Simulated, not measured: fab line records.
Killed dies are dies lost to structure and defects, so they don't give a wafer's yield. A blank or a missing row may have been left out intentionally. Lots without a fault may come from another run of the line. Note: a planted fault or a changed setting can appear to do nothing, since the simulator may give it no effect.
What tool caused it? -- flow nand-harc -- Sampling: 12 lots, 36 wafers, 6 of 1302 route steps

## WHAT THE GAUGES READ, wafer by wafer
NHARC_P_GATE_CD_MEAS_11: target cd 1640 nm.
lot,measured,on,cd-nm (nm)
L880,day 4 22:59,cd-sem-01,1642.4 1643.5 1639.1
L881,day 5 10:55,cd-sem-02,1640.8 1641.0 1641.4
L882,day 5 16:21,cd-sem-01,1640.0 1639.1 1644.7
L883,day 6 00:13,cd-sem-03,1641.8 1639.7 1644.5
L885,day 7 00:22,cd-sem-01,1638.8 1640.2 1638.2
L886,day 7 05:32,cd-sem-03,1641.8 1641.5 1645.4
L887,day 7 17:40,cd-sem-03,1643.3 1640.6 1643.4
L889,day 8 12:53,cd-sem-01,- - -
L898,day 12 05:28,cd-sem-03,1645.4 1643.6 1641.5
L900,day 13 04:21,cd-sem-03,1644.9 1642.1 1641.6
L901,day 13 11:24,cd-sem-01,1645.8 1642.4 1644.9
L902,day 14 01:07,cd-sem-01,1636.8 1636.9 1636.6

NHARC_P_GATE_CD_MEAS_59: target cd 720 nm.
lot,measured,on,cd-nm (nm)
L880,day 6 03:51,cd-sem-03,721.6 724.8 715.6
L881,day 6 16:13,cd-sem-03,722.9 724.9 727.2
L882,day 7 02:31,cd-sem-02,721.4 723.8 721.4
L883,day 7 08:04,cd-sem-01,719.4 717.6 722.4
L885,day 8 03:34,cd-sem-02,722.8 723.5 724.8
L886,day 8 10:16,cd-sem-01,718.9 721.1 718.6
L887,day 8 21:35,cd-sem-03,719.5 723.6 720.8
L889,day 9 22:03,cd-sem-03,722.6 715.8 715.2
L898,day 13 10:25,cd-sem-02,722.9 722.1 721.6
L900,day 14 09:57,cd-sem-02,721.6 725.2 722.2
L901,day 14 15:14,cd-sem-03,719.2 717.9 722.7
L902,day 15 05:10,cd-sem-03,724.2 725.4 722.5

NHARC_END_SORT_01.
lot,measured,on,killed-at-array,killed-at-other,killed-at-periphery,killed-dies,killed-open,killed-short
L889,day 29 04:44,prober-01,42 50 43,0 0 0,635 627 634,677 677 677,4 3 3,3 1 2

## EACH LOT AND THE TOOL THAT RAN IT (in order: tool; ch and the chambers of the sampled wafers; start)
lot,NHARC_P_ZERO_WELL_DESCUM_39,NHARC_P_STI_ETCH_42,NHARC_P_GATE_EXPOSE_08
L880,"rie-diel-06 ch 0,2, day 2 10:38","rie-diel-07 ch 2,3, day 3 08:29","krf-scanner-01 ch 0, day 4 22:50"
L881,"rie-diel-03 ch 0,1,2, day 2 20:25","rie-diel-10 ch 1,2,3, day 3 17:09","krf-scanner-01 ch 0, day 5 10:46"
L882,"rie-diel-09 ch 0,3, day 3 06:13","rie-diel-10 ch 0,1,3, day 4 03:11","krf-scanner-04 ch 0, day 5 16:11"
L883,"rie-diel-06 ch 0,2, day 3 17:01","rie-diel-10 ch 0,2,3, day 4 13:26","krf-scanner-04 ch 0, day 6 00:03"
L885,"rie-diel-03 ch 0,1,2, day 4 12:25","rie-diel-10 ch 1,2,3, day 5 07:27","krf-scanner-01 ch 0, day 7 00:12"
L886,"rie-diel-06 ch 0,1,2, day 4 22:23","rie-diel-07 ch 0,1,3, day 5 17:55","krf-scanner-01 ch 0, day 7 05:23"
L887,"rie-diel-03 ch 1,2,3, day 5 08:08","rie-diel-04 ch 0,1,2, day 6 02:22","krf-scanner-01 ch 0, day 7 17:31"
L889,"rie-diel-09 ch 0,2,3, day 6 04:22","rie-diel-04 ch 0,1,3, day 6 23:35","krf-scanner-01 ch 0, day 8 12:43"
L898,"rie-diel-09 ch 1,3, day 9 22:47","rie-diel-07 ch 0,1,3, day 10 18:29","krf-scanner-04 ch 0, day 12 05:19"
L900,"rie-diel-06 ch 2,3, day 10 18:31","rie-diel-10 ch 1,2,3, day 11 14:07","krf-scanner-04 ch 0, day 13 04:11"
L901,"rie-diel-03 ch 0,2, day 11 04:23","rie-diel-10 ch 0,1,3, day 12 00:36","krf-scanner-02 ch 0, day 13 11:15"
L902,"rie-diel-09 ch 0,1, day 11 14:18","rie-diel-07 ch 0,1,3, day 12 12:01","krf-scanner-02 ch 0, day 14 00:57"
- NHARC_P_ZERO_WELL_DESCUM_39: chemistry O2, time 3 s.
- NHARC_P_STI_ETCH_42: etches the open film in N2/H2, target depth 80 nm, overetch 24 nm, time 61 s.
- NHARC_P_GATE_EXPOSE_08: exposes mask P HV.

## AS READ BY THE TOOLS THEMSELVES (means over the sampled wafers that have a number; for cases with no such wafer, the mark the record gives instead)
NHARC_P_ZERO_WELL_DESCUM_39.
lot,tool,drypump-motor-current-A (A),oes-product-au (a.u.),rf-vpp-V (V),showerhead-plenum-p-Torr (Torr),throttle-valve-pct (%)
L880,rie-diel-06,5.6,0.969,57.2,1.78,11.309
L881,rie-diel-03,5.9,0.999,58.2,1.95,11.305
L882,rie-diel-09,5.5,1.014,57.2,1.83,11.309
L883,rie-diel-06,5.6,0.972,56.7,1.78,11.314
L885,rie-diel-03,5.9,1.005,57.4,1.94,11.306
L886,rie-diel-06,5.3,0.988,56.4,1.81,11.307
L887,rie-diel-03,5.8,1.011,57.9,1.94,11.314
L889,rie-diel-09,5.4,0.994,57.6,1.86,11.317
L898,rie-diel-09,5.1,1.007,57.5,1.91,11.311
L900,rie-diel-06,5.5,1.001,57.5,1.76,11.312
L901,rie-diel-03,6.1,0.983,58.2,1.89,11.303
L902,rie-diel-09,5.6,1.020,58.2,1.92,11.315

NHARC_P_STI_ETCH_42.
lot,tool,drypump-motor-current-A (A),n2-flow-sccm (sccm),oes-product-au (a.u.),rf-vpp-V (V),showerhead-plenum-p-Torr (Torr),throttle-valve-pct (%)
L880,rie-diel-07,6.0,150.1,0.998,430.0,2.03,14.175
L881,rie-diel-10,5.9,150.1,1.000,430.4,2.04,14.179
L882,rie-diel-10,5.9,149.6,1.011,430.1,2.03,14.180
L883,rie-diel-10,5.7,149.6,1.000,432.2,2.10,14.180
L885,rie-diel-10,5.9,150.2,1.015,430.5,2.04,14.168
L886,rie-diel-07,6.2,149.6,0.995,433.0,2.11,14.175
L887,rie-diel-04,6.1,150.0,0.981,430.8,2.06,14.164
L889,rie-diel-04,5.9,150.3,0.990,432.8,2.12,14.168
L898,rie-diel-07,6.2,150.0,0.985,433.6,2.11,14.174
L900,rie-diel-10,5.9,150.3,1.001,429.7,2.04,14.173
L901,rie-diel-10,5.8,150.1,0.999,430.4,2.03,14.175
L902,rie-diel-07,6.2,149.9,0.994,433.4,2.11,14.161

## THE ANSWER, worked out from the rows above alone
Rule: what is usual is taken from the lots themselves. The widest of any qualifying gaps counts: lots, ordered by their means at a reading, are off when they make up no more than a third of the lots, leave a main group of 4 or more, and stand apart from it by 3 or more times the standard deviation of that group's means. A main group whose means are all the same, to the digits that the tables above print for the reading, isn't used. A lot without any number at a reading at which 4 lots or more have one is off too. The other lots that the step has rows for count as sound. First the gauges in route order, then the tools' own readings, where a lot's mean is used as printed above. The first step at which some lot is off is used, and at that step the reading that is off furthest; a lot without a number counts as furthest.
Off at NHARC_P_GATE_CD_MEAS_11 (cd-nm): L889. Without a number there: L889. The main group: mean 1641.6 nm, standard deviation 2.
If a tool, at a process step before that reading, ran all the lots that are off and no sound lot after the first of them, it fits. Those tools and the gauges at NHARC_P_GATE_CD_MEAS_11 are tried in the same way. Undecided on this evidence; 2 tools fit (rie-diel-04 at NHARC_P_STI_ETCH_42, krf-scanner-01 at NHARC_P_GATE_EXPOSE_08).

## WHAT HAD BEEN PUT IN BY THE SIMULATOR
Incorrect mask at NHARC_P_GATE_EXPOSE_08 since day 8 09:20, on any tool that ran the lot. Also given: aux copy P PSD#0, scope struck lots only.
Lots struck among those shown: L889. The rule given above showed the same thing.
